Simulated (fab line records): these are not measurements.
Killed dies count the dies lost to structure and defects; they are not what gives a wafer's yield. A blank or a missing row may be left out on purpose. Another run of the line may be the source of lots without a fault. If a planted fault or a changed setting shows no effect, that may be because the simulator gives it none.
fab line records -- flow n5-finfet
[record] lots = 6, wafers = 17, last-day = 19
route steps=1938 shown START@1 ZERO_LAYER@2 BEOL_M4@1111
lots untouched by any fault: they come from a run of this same line in which no faults occurred
start-h: hours from the record's opening day to when the first of the lot's shown wafers began -- wait-h: hours elapsed since this lot's preceding step -- " the same as in the row above -- L1.1+2: a row that stands for several wafers -- - no value, or no start given -- * or withheld: withheld -- < > ~ a bound
route shown NAME@n: names a module that has steps shown in the file, with the first one's number in the route -- usual: mean/standard deviation taken from wafers without a fault -- same: alike in all rows -- chamber/n: place in a boat -- sites: the reading at each site -- _std_site: standard deviation across them -- _edge_site: outer sites' mean less inner sites' -- radius-mm: how far each site lies from the wafer's centre -- mask NAME#n: copy n -- behind: tool/chamber where the wafer was last shaped -- hold: cause of the lot's hold/its duration in hours/its outcome -- device: the transistor (n, p or np) that didn't switch -- end of line: tests of these same wafers at the route's end -- where a step has no rows: the recipe by itself -- killed: not the wafer's yield, but the dies lost to structure and defects at the first sort -- map: the dies of a wafer, with x for killed, . for not killed, _ for no die there
set.NAME: the setting that was run; set.NAME@STEP: the one run at that earlier step -- model.NAME: the simulator's own value behind a step, which no gauge read
certain route steps with their lots: each step a table, each wafer a row
services: a tool's chamber out of use, with start hour (start-h, from the record's first day; less than 0 if before it), hours out, and reason
[[steps]]
[step N5_START_INSPECT_01]
[recipe] inspect-instrument = unpatterned-scan, mode = incoming
[usual] raw-defect-count = 5.5/2.3
lot.wafer,tool,chamber,start-h,wait-h,raw-defect-count
L617.1,defect-inspect-02,-,36.03,-,4
L617.3,defect-inspect-02,-,36.03,-,3
L617.5,defect-inspect-02,-,36.03,-,4
L623.1,defect-inspect-02,-,72.03,-,2
L623.3,defect-inspect-02,-,72.03,-,8
L623.6,defect-inspect-02,-,72.03,-,2
L627.2,defect-inspect-01,-,96.03,-,2
L627.4,defect-inspect-01,-,96.03,-,5
L630.3,defect-inspect-02,-,114.04,-,6
L630.5,defect-inspect-02,-,114.04,-,6
L630.6,defect-inspect-02,-,114.04,-,5
L632.2,defect-inspect-02,-,126.03,-,5
L632.3,defect-inspect-02,-,126.03,-,4
L632.4,defect-inspect-02,-,126.03,-,7
L633.1,defect-inspect-02,-,132.03,-,3
L633.5,defect-inspect-02,-,132.03,-,5
L633.6,defect-inspect-02,-,132.03,-,9
[step N5_ZERO_LAYER_PRECLEAN_00]
[recipe] chemistry = SPM, time-s = 600, temp-c = 120, mix = 4:1
[step N5_ZERO_LAYER_SRD_01]
[recipe] time-s = 30, temp-c = 23, rinse-liquid = diw, dry = n2-spin, spin-rpm = 1500, dry-time-s = 30
[step N5_ZERO_LAYER_PECVD_02]
[recipe] material = SiO2, target-thk-a = 100, temp-c = 400, precursor = SiH4/N2O, pressure-torr = 0.75, rf-w = 275, time-s = 6
[usual] chamber-pressure-Torr = 0.7503/0.0019, heater-power-w = 805/93, showerhead-plenum-p-Torr = 8.08/0.16
lot.wafer,tool,chamber,start-h,wait-h,chamber-pressure-Torr,heater-power-w,showerhead-plenum-p-Torr,model.SiO2_of_ZERO_LAYER_PECVD_02.thk-nm
L617.1,pecvd-03,1,36.28,0.0,0.7507,744,8.18,10.2
L617.3,pecvd-03,2,36.28,0.0,0.7487,943,7.96,10.02
L617.5,pecvd-03,0,36.28,0.0,0.7509,760,8.18,10.14
L623.1,pecvd-01,2,72.28,0.0,0.7489,922,7.90,9.608
L623.3,pecvd-01,1,72.28,0.0,0.7469,781,8.31,9.875
L623.6,pecvd-01,1,72.28,0.0,0.7511,824,8.31,9.977
L627.2,pecvd-01,0,96.28,0.0,0.7477,740,7.89,10.94
L627.4,pecvd-01,1,96.28,0.0,0.7505,910,8.28,9.983
L630.3,pecvd-01,1,114.34,0.1,0.7510,794,8.29,10.22
L630.5,pecvd-01,1,114.34,0.1,0.7478,837,8.30,11.35
L630.6,pecvd-01,2,114.34,0.1,0.7542,832,7.89,9.97
L632.2,pecvd-02,2,126.28,0.0,0.7532,524,8.05,10.02
L632.3,pecvd-02,1,126.28,0.0,0.7551,844,8.22,9.975
L632.4,pecvd-02,1,126.28,0.0,0.7526,841,8.23,10.03
L633.1,pecvd-02,1,132.28,0.0,0.7517,780,8.23,9.696
L633.5,pecvd-02,1,132.28,0.0,0.7501,774,8.23,9.92
L633.6,pecvd-02,2,132.28,0.0,0.7509,580,8.06,9.973
[step N5_ZERO_LAYER_HMDS_04]
[recipe] time-s = 60, temp-c = 120
[step N5_BEOL_M4_RC_MEAS_101]
[usual] DIBL_N = 37.1/2.6, DIBL_P = 38/3, IOFF_N = 0.18/0.052, IOFF_P = 0.25/0.06, ION_N = 678/15, ION_P = 467/8.6, SS_N = 71.7/0.73, SS_P = 73.7/0.89, VT_N = 249/4.3, VT_P = -248/3.8
lot.wafer,tool,chamber,start-h,wait-h,DIBL_N[mV/V],DIBL_P[mV/V],IOFF_N[nA/um],IOFF_P[nA/um],ION_N[uA/um],ION_P[uA/um],SS_N[mV/dec],SS_P[mV/dec],VT_N[mV],VT_P[mV]
L617.1,prober-02,0,282.31,0.0,39.6,38,0.20,0.29,683,470,71.4,74.2,249,-248
L617.3,prober-02,0,282.31,0.0,42.2,40,0.27,0.33,707,479,72.9,74.7,246,-244
L617.5,prober-02,0,282.31,0.0,41.9,42,0.26,0.40,686,475,72.3,75.1,245,-241
L623.1,prober-02,0,312.64,0.0,37.8,38,0.19,0.25,666,458,72.7,74.4,247,-249
L623.3,prober-02,0,312.64,0.0,33.6,33,0.12,0.18,654,456,71.0,72.4,255,-251
L623.6,prober-02,0,312.64,0.0,36.9,39,0.18,0.28,671,469,71.2,73.3,249,-246
L627.2,prober-02,0,316.20,0.2,35.2,36,0.15,0.21,671,457,72.2,73.5,249,-252
L627.4,prober-02,0,316.20,0.2,33.3,34,0.11,0.17,652,459,71.0,72.6,257,-252
L630.3,prober-02,0,327.20,0.3,38.7,40,0.19,0.30,681,474,71.1,74.3,249,-244
L630.5,prober-02,0,327.20,0.3,37.2,37,0.18,0.26,690,473,71.5,73.5,248,-243
L630.6,prober-02,0,327.20,0.3,40.8,43,0.24,0.39,687,477,72.3,74.8,243,-239
L632.2,prober-01,0,348.81,0.2,38.7,41,0.21,0.26,686,463,72.1,74.4,248,-248
L632.3,prober-01,0,348.81,0.2,38.3,40,0.20,0.23,684,463,71.8,74.2,245,-250
L632.4,prober-01,0,348.81,0.2,34.2,37,0.13,0.20,666,464,70.8,72.9,253,-252
L633.1,prober-02,0,351.06,0.0,35.2,36,0.15,0.22,664,460,71.5,73.6,251,-249
L633.5,prober-02,0,351.06,0.0,37.9,38,0.18,0.24,676,461,72.1,74.6,249,-249
L633.6,prober-02,0,351.06,0.0,35.4,36,0.13,0.20,662,461,71.8,72.6,251,-253
[[services]]
tool,chamber,start-h,hours,kind
pecvd-03,-,20.03,0.7,repair
pecvd-02,2,21.12,-,clean
pecvd-02,2,21.12,-,consumable-replace:showerhead
pecvd-02,2,21.12,29.0,scheduled-down
pecvd-02,2,21.12,29.0,vent-cycle
pecvd-01,-,25.99,4.0,repair
pecvd-03,-,61.79,6.0,pm
pecvd-03,-,67.79,14.6,pm
pecvd-02,2,74.09,2.1,scheduled-down
pecvd-02,-,82.07,9.8,repair
pecvd-03,2,94.05,5.5,scheduled-down
pecvd-01,0,99.05,20.3,repair
pecvd-01,0,119.40,5.5,scheduled-down
[[key]]
first-sign none at tools or gauges
[model-effect] step = N5_ZERO_LAYER_PECVD_02, value = SiO2_of_ZERO_LAYER_PECVD_02.thk-nm, without = 10, struck = 11.14
met-at N5_ZERO_LAYER_PECVD_02
struck-wafers L627.2,L630.5
onset-between 72.28 96.28
[fault] kind = process-parameter-drift, tool = pecvd-01, chamber = -, onset-h = 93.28, steps = N5_ZERO_LAYER_PECVD_02, channel = time-s, offset = *, shape = step, end-h = 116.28, scope = struck-wafers-only, acts-in = *, stated = *
